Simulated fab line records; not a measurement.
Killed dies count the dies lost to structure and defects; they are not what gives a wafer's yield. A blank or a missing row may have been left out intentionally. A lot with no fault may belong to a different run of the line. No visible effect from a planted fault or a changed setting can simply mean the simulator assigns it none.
Which tool is to blame? || flow nand harc || 15 lots, 45 wafers sampled, at 5 steps of a route of 1302

== WHAT THE GAUGES SHOWED, per wafer ==
NHARC_A_BONDPAD_INSPECT_23. Usual: raw defect count reads 561 (standard deviation 120).
{"lot": "L927", "measured": "day 24 01:41", "on": "defect inspect-02", "raw defect count": "501 524 488", "flag": ""}
{"lot": "L926", "measured": "day 23 02:36", "on": "defect inspect-01", "raw defect count": "574 654 547", "flag": ""}
{"lot": "L928", "measured": "day 23 21:34", "on": "defect inspect-02", "raw defect count": "661 470 511", "flag": ""}
{"lot": "L938", "measured": "day 28 09:34", "on": "defect inspect-02", "raw defect count": "470 461 455", "flag": ""}
{"lot": "L939", "measured": "day 28 13:58", "on": "defect inspect-02", "raw defect count": "477 628 659", "flag": ""}
{"lot": "L940", "measured": "day 29 14:27", "on": "defect inspect-01", "raw defect count": "540 518 428", "flag": ""}
{"lot": "L942", "measured": "day 29 22:26", "on": "defect inspect-02", "raw defect count": "421 368 321", "flag": ""}
{"lot": "L943", "measured": "day 29 18:06", "on": "defect inspect-02", "raw defect count": "453 496 456", "flag": ""}
{"lot": "L944", "measured": "day 29 18:52", "on": "defect inspect-02", "raw defect count": "542 611 505", "flag": ""}
{"lot": "L945", "measured": "day 31 01:02", "on": "defect inspect-01", "raw defect count": "876 625 984", "flag": ""}
{"lot": "L946", "measured": "day 31 06:22", "on": "defect inspect-02", "raw defect count": "600 592 800", "flag": ""}
{"lot": "L949", "measured": "day 32 22:14", "on": "defect inspect-01", "raw defect count": "870 601 518", "flag": ""}

NHARC_END_SORT_01. Usual: killed at array 57, standard deviation 19; killed at other 0.9, standard deviation 1.1; killed at periphery 4.0, standard deviation 2.6; killed dies 62, standard deviation 19; killed open 3.3, standard deviation 1.8; killed short 2.4, standard deviation 1.7.
{"lot": "L929", "measured": "day 25 04:55", "on": "prober-01", "killed at array": "23 15 20", "killed at other": "3 2 1", "killed at periphery": "651 660 656", "killed dies": "677 677 677", "killed open": "3 3 3", "killed short": "4 2 4", "flag": "OFF"}
{"lot": "L930", "measured": "day 25 23:07", "on": "prober-01", "killed at array": "64 58 46", "killed at other": "0 2 0", "killed at periphery": "613 617 631", "killed dies": "677 677 677", "killed open": "5 1 3", "killed short": "1 7 4", "flag": "OFF"}
{"lot": "L931", "measured": "day 25 23:10", "on": "prober-02", "killed at array": "85 86 86", "killed at other": "0 0 0", "killed at periphery": "592 591 591", "killed dies": "677 677 677", "killed open": "3 1 5", "killed short": "2 4 2", "flag": "OFF"}

== WHICH TOOL RAN EACH LOT (tool, then ch and the chambers of the sampled wafers, then the start) ==
{"lot": "L927", "NHARC_P_GATE_ETCH_14": "wet bench-02 ch 0,4,7, day 4 13:59", "NHARC_THIN_TSV_DEGAS_49": "pvd sputter-03, day 24 17:41", "NHARC_THIN_TSV_PRE_CLEAN_50": "pvd sputter-03, no start"}
{"lot": "L926", "NHARC_P_GATE_ETCH_14": "wet bench-09 ch 3,6,7, day 4 14:09", "NHARC_THIN_TSV_DEGAS_49": "pvd sputter-01, day 23 19:22", "NHARC_THIN_TSV_PRE_CLEAN_50": "pvd sputter-01, no start"}
{"lot": "L928", "NHARC_P_GATE_ETCH_14": "wet bench-03 ch 2,4,7, day 5 02:35", "NHARC_THIN_TSV_DEGAS_49": "pvd sputter-02, day 24 13:04", "NHARC_THIN_TSV_PRE_CLEAN_50": "pvd sputter-02, no start"}
{"lot": "L929", "NHARC_P_GATE_ETCH_14": "wet bench-03 ch 1,2,5, day 5 15:44", "NHARC_THIN_TSV_DEGAS_49": "-", "NHARC_THIN_TSV_PRE_CLEAN_50": "-"}
{"lot": "L930", "NHARC_P_GATE_ETCH_14": "wet bench-02 ch 0,5,7, day 5 22:00", "NHARC_THIN_TSV_DEGAS_49": "-", "NHARC_THIN_TSV_PRE_CLEAN_50": "-"}
{"lot": "L931", "NHARC_P_GATE_ETCH_14": "wet bench-09 ch 0,2,5, day 6 08:11", "NHARC_THIN_TSV_DEGAS_49": "-", "NHARC_THIN_TSV_PRE_CLEAN_50": "-"}
{"lot": "L938", "NHARC_P_GATE_ETCH_14": "wet bench-09 ch 2,4,6, day 9 06:32", "NHARC_THIN_TSV_DEGAS_49": "pvd sputter-03, day 29 00:29", "NHARC_THIN_TSV_PRE_CLEAN_50": "pvd sputter-03, no start"}
{"lot": "L939", "NHARC_P_GATE_ETCH_14": "wet bench-02 ch 3,4,6, day 9 20:22", "NHARC_THIN_TSV_DEGAS_49": "pvd sputter-02, day 29 04:50", "NHARC_THIN_TSV_PRE_CLEAN_50": "pvd sputter-02, no start"}
{"lot": "L940", "NHARC_P_GATE_ETCH_14": "wet bench-03 ch 2,3,5, day 10 13:44", "NHARC_THIN_TSV_DEGAS_49": "pvd sputter-01, day 30 06:14", "NHARC_THIN_TSV_PRE_CLEAN_50": "pvd sputter-01, no start"}
{"lot": "L942", "NHARC_P_GATE_ETCH_14": "wet bench-03 ch 0,1,5, day 11 04:46", "NHARC_THIN_TSV_DEGAS_49": "pvd sputter-01, day 30 12:02", "NHARC_THIN_TSV_PRE_CLEAN_50": "pvd sputter-01, no start"}
{"lot": "L943", "NHARC_P_GATE_ETCH_14": "wet bench-03 ch 0,2,6, day 11 18:08", "NHARC_THIN_TSV_DEGAS_49": "pvd sputter-03, day 30 07:31", "NHARC_THIN_TSV_PRE_CLEAN_50": "pvd sputter-03, no start"}
{"lot": "L944", "NHARC_P_GATE_ETCH_14": "wet bench-09 ch 0,3,5, day 11 18:18", "NHARC_THIN_TSV_DEGAS_49": "pvd sputter-01, day 30 13:14", "NHARC_THIN_TSV_PRE_CLEAN_50": "pvd sputter-01, no start"}
{"lot": "L945", "NHARC_P_GATE_ETCH_14": "wet bench-03 ch 0,2,3, day 12 06:58", "NHARC_THIN_TSV_DEGAS_49": "pvd sputter-01, day 31 16:53", "NHARC_THIN_TSV_PRE_CLEAN_50": "pvd sputter-01, no start"}
{"lot": "L946", "NHARC_P_GATE_ETCH_14": "wet bench-09 ch 3,4,7, day 12 20:40", "NHARC_THIN_TSV_DEGAS_49": "pvd sputter-01, day 32 05:12", "NHARC_THIN_TSV_PRE_CLEAN_50": "pvd sputter-01, no start"}
{"lot": "L949", "NHARC_P_GATE_ETCH_14": "wet bench-02 ch 0,2,7, day 13 22:40", "NHARC_THIN_TSV_DEGAS_49": "pvd sputter-02, day 33 15:01", "NHARC_THIN_TSV_PRE_CLEAN_50": "pvd sputter-02, no start"}
- NHARC_P_GATE_ETCH_14: etches SiO2 in dHF, target depth 48.8 nm.
- NHARC_THIN_TSV_DEGAS_49: time 120 s.
- NHARC_THIN_TSV_PRE_CLEAN_50: time 30 s.

== AS READ BY THE TOOLS THEMSELVES (means over the sampled wafers that have a number; for cases with no such wafer, the mark the record gives instead) ==
NHARC_THIN_TSV_DEGAS_49. Usual: heater power w reads 456 W (standard deviation 66).
{"lot": "L927", "tool": "pvd sputter-03", "heater power w (W)": 499, "flag": ""}
{"lot": "L926", "tool": "pvd sputter-01", "heater power w (W)": 468, "flag": ""}
{"lot": "L928", "tool": "pvd sputter-02", "heater power w (W)": 422, "flag": ""}
{"lot": "L938", "tool": "pvd sputter-03", "heater power w (W)": 444, "flag": ""}
{"lot": "L939", "tool": "pvd sputter-02", "heater power w (W)": 408, "flag": ""}
{"lot": "L940", "tool": "pvd sputter-01", "heater power w (W)": 446, "flag": ""}
{"lot": "L942", "tool": "pvd sputter-01", "heater power w (W)": 445, "flag": ""}
{"lot": "L943", "tool": "pvd sputter-03", "heater power w (W)": 456, "flag": ""}
{"lot": "L944", "tool": "pvd sputter-01", "heater power w (W)": 451, "flag": ""}
{"lot": "L945", "tool": "pvd sputter-01", "heater power w (W)": 468, "flag": ""}
{"lot": "L946", "tool": "pvd sputter-01", "heater power w (W)": 495, "flag": ""}
{"lot": "L949", "tool": "pvd sputter-02", "heater power w (W)": 417, "flag": ""}

NHARC_THIN_TSV_PRE_CLEAN_50. Usual: heater power w reads 397 W (standard deviation 56).
{"lot": "L927", "tool": "pvd sputter-03", "heater power w (W)": 426, "flag": ""}
{"lot": "L926", "tool": "pvd sputter-01", "heater power w (W)": 384, "flag": ""}
{"lot": "L928", "tool": "pvd sputter-02", "heater power w (W)": 369, "flag": ""}
{"lot": "L938", "tool": "pvd sputter-03", "heater power w (W)": 430, "flag": ""}
{"lot": "L939", "tool": "pvd sputter-02", "heater power w (W)": 354, "flag": ""}
{"lot": "L940", "tool": "pvd sputter-01", "heater power w (W)": 370, "flag": ""}
{"lot": "L942", "tool": "pvd sputter-01", "heater power w (W)": 367, "flag": ""}
{"lot": "L943", "tool": "pvd sputter-03", "heater power w (W)": 440, "flag": ""}
{"lot": "L944", "tool": "pvd sputter-01", "heater power w (W)": 419, "flag": ""}
{"lot": "L945", "tool": "pvd sputter-01", "heater power w (W)": 415, "flag": ""}
{"lot": "L946", "tool": "pvd sputter-01", "heater power w (W)": 377, "flag": ""}
{"lot": "L949", "tool": "pvd sputter-02", "heater power w (W)": 340, "flag": ""}

== THE ANSWER, worked out from the rows above alone ==
Rule: a lot counts as off when the mean over its wafers that have a number is more than 3 standard deviations away from the usual mean. Also off: a lot with no number at a reading for which 4 or more lots have one. All remaining lots with rows at the step are treated as sound. First the gauges in route order, then the tools' own readings, where a lot's mean is used as printed above. At the first step where some lot is off, the reading lying furthest off is the one used; lots without a number count as furthest.
Off: L929, L930, L931, at NHARC_END_SORT_01 (killed at periphery). Neither off nor sound, because the step has no rows for them: L927, L926, L928, L938, L939, L940, L942, L943, L944, L945, L946, L949.
If a tool, at a process step before that reading, ran all the lots that are off and no sound lot after the first of them, it fits. The gauges at NHARC_END_SORT_01 are tried like those tools. Of those tried, none fits.

== WHAT THE SIMULATOR HAD PUT IN ==
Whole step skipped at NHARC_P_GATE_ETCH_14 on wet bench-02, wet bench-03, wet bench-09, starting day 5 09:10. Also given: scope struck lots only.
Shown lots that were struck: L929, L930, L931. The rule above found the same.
